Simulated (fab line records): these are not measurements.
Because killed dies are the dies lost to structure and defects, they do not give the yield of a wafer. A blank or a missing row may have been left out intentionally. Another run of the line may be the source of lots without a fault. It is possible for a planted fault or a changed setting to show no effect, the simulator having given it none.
2 desks, one fault    flow n5Finfet    numbers are kept per desk, each desk with only its own; the story behind them comes last

FROM THE METROLOGY DESK
What the gauges read for every lot (on any tool): the sampled wafers with a number, averaged. Marked OUT: a lot whose mean sits more than 4 standard deviations from the usual mean, which makes it out of limits; the brackets give that distance.
Columns: A = cdNm at N5_FIN_SAQP_CD_MEAS_27, usual 20.32 nm
lot   first seen here  A
L821  day 2 06:34      20.45
L822  day 2 11:51      20.57
L829  day 4 07:55      20.44
L830  day 4 12:26      20.23
L833  day 5 06:42      20.89
L834  day 5 11:56      20.13
L838  day 6 12:31      20.37
This desk's finding: nothing out of limits on any of the 7 lots.

DESK OF THE TOOL OWNER: rieSi-06
The tool's own readings at N5_FIN_SAQP_ETCH_65 (etches SiO2 in CF4, target depth 4 nm, time 4.4 s): means of the sampled wafers that have a number, for each lot that ran on this tool. Marked OUT: a lot whose mean sits more than 4 standard deviations from the usual mean, which makes it out of limits; the brackets give that distance.
Columns: A = drypumpMotorCurrentA at N5_FIN_SAQP_ETCH_65, usual 5.36 A; B = oesProductAu at N5_FIN_SAQP_ETCH_65, usual 0.999 a.u.; C = throttleValvePct at N5_FIN_SAQP_ETCH_65, usual 21.84 %
lot   first seen here  A     B                C
L821  day 2 06:44      5.32  0.984            21.73
L830  day 4 12:35      5.45  1.223 (+19) OUT  21.94
L833  day 5 06:54      5.39  1.186 (+16) OUT  21.77
L834  day 5 12:05      5.23  1.169 (+14) OUT  21.84
This desk's verdict: out of limits on L830, L833, L834, starting with L830 at day 4 12:35 (oesProductAu at N5_FIN_SAQP_ETCH_65). L821 stayed within limits.

ALL TOGETHER
The tool owner's desk could have raised an alarm at day 4 12:35, on L830, L833, L834.
Nothing out of limits was seen by the metrology desk.
The metrology desk holds a record of L830, L833, L834, inside its limits.
Of the lots named, all ran N5_FIN_SAQP_ETCH_65 on rieSi-06.

WHAT HAD BEEN PUT IN BY THE SIMULATOR
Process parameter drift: rieSi-06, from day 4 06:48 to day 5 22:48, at N5_FIN_SAQP_ETCH_65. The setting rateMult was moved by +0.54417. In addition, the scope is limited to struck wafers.
Lots struck among those shown: L830, L833, L834.
Each desk's first reading out of limits, in hours after the fault started: the tool owner's desk, 6.
